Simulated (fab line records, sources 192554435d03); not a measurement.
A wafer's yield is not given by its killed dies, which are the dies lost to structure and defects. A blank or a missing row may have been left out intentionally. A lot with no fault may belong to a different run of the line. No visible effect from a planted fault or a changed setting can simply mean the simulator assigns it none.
A lot that was struck, set against a sound lot || flow n5Finfet || 16 out of 1938 route steps
Sound: the wafers L705.3, L705.5, L705.6. Struck: wafer L706.4 (L706.2, L706.6, from the same lot, were not struck and are left out); the cause is given at the end.
Order at every step that has rows: each side's tool, ch and its chambers, its first start. Under that, the readings that differ: sound wafers || struck wafers || difference of the means || sigmas: that difference in standard deviations of wafers without a fault.
alike: readings whose means differ by less than 2 such deviations, and words and numbers that are the same on both sides. not compared: withheld readings, readings that some wafer has no value for, bounds like >300 that may hide the same value, and numbers for which the record gives no deviation and whose values overlap.
A row with sigmas, a row that says differs or no value, or rows on one side alone: a step with any of these is where the two part. Numbers that don't overlap but have no deviation are shown without sigmas and don't part them. Lack of a reading on every wafer of one side parts them only where that side has two or more wafers.

first, 8 steps without rows for these wafers: N5_FIN_SAQP_COAT_49 (time 60 s, resist thk 100 nm); N5_FIN_SAQP_COAT_50 (time 60 s, resist thk 35 nm); N5_FIN_SAQP_COAT_10 (resist thk 90 nm); N5_FIN_SAQP_EBR_12; N5_FIN_SAQP_SOFTBAKE_11 (time 60 s); N5_FIN_SAQP_EXPOSE_13 (exposes mask FIN CORE, target cd 35.6 nm); N5_FIN_SAQP_PEB_14 (peb time 60 s); N5_FIN_SAQP_DEVELOP_15 (develop time 30 s).
N5_FIN_SAQP_CD_MEAS_16 targets a cd of 35.6 nm.
  sound on cdSem-02 ch 0, day 2 04:24; struck on cdSem-01 ch 0, day 2 10:29
  alike: cdNm
N5_FIN_SAQP_OVL_MEAS_17:
  sound on overlay-01 ch 0, day 2 04:26; struck on overlay-01 ch 0, day 2 10:31
  alike: FIN_CORE_OVL
N5_FIN_SAQP_INSPECT_18: inspects for defects (brightfield).
  struck on defectInspect-02, day 2 10:32; sound on defectInspect-01, day 2 04:28
  alike: rawDefectCount
N5_FIN_SAQP_DESCUM_21: chemistry O2, time 7.9 s.
  sound on rieDiel-01 ch 1,3, day 2 04:34; struck on rieDiel-01 ch 1, day 2 10:46
  alike: drypumpMotorCurrentA, oesProductAu, rfVppV, showerheadPlenumPTorr, throttleValvePct
  not compared: rfHoursCounterH
N5_FIN_SAQP_ETCH_51: etches SiARC in CF4, target depth 45.5 nm, time 75.8 s.
  sound on rieDiel-01 ch 1,3, day 2 04:37; struck on rieDiel-01 ch 1, day 2 10:48
{"reading": "etchRfOnTimeS (s)", "sound": "75.9 77.0 76.1", "struck": 50.1, "difference": -26.2, "sigmas": -12}
{"reading": "oesProductAu (a.u.)", "sound": "0.66 0.58 0.67", "struck": 0.85, "difference": "+0.21", "sigmas": "+2"}
  alike: cf4FlowSccm, drypumpMotorCurrentA, rfVppV, showerheadPlenumPTorr, throttleValvePct
  not compared: rfHoursCounterH
N5_FIN_SAQP_ETCH_52: etches SOC in N2/H2, target depth 100 nm, overetch 20 nm, time 150 s.
  sound on rieDiel-01 ch 1,3, day 2 04:44; struck on rieDiel-01 ch 1, day 2 10:51
  alike: drypumpMotorCurrentA, oesProductAu, rfVppV, showerheadPlenumPTorr, throttleValvePct
  not compared: rfHoursCounterH
-- here the record skips 6 days between the struck wafers' starts before and after, leaving off in module FIN_SAQP and picking up in module BEOL_M4 (first step shown: number 1111 of the route) --
N5_BEOL_M4_RC_MEAS_101:
  sound on prober-01 ch 0, day 8 02:57; struck on prober-01 ch 0, day 8 13:38
{"reading": "DIBL_P (mV/V)", "sound": "38.3 37.9 39.9", "struck": 34.0, "difference": -4.7, "sigmas": -2}
{"reading": "IOFF_N (nA/um)", "sound": "0.189 0.182 0.210", "struck": 0.110, "difference": -0.084, "sigmas": -3}
{"reading": "IOFF_P (nA/um)", "sound": "0.25 0.25 0.28", "struck": 0.17, "difference": -0.09, "sigmas": -3}
{"reading": "ION_N (uA/um)", "sound": "681 684 692", "struck": 651, "difference": -35, "sigmas": -3}
{"reading": "SS_P (mV/dec)", "sound": "73.4 74.3 74.6", "struck": 71.8, "difference": -2.3, "sigmas": -3}
{"reading": "VT_P (mV)", "sound": "-247 -247 -245", "struck": -253, "difference": -7, "sigmas": -2}
  alike: DIBL_N, ION_P, SS_N, VT_N
N5_PASSIVATION_PROBE_49:
  rows exist in the record for the sound wafers here (prober-02, day 12 03:14), none for the struck ones

WHERE THEY PART
Earliest at N5_FIN_SAQP_ETCH_51; latest, in this record, at N5_PASSIVATION_PROBE_49.

WHY: whatever the simulator had introduced
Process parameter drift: rieDiel-01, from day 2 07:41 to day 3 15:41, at N5_FIN_SAQP_ETCH_51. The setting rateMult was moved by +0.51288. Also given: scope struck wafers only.
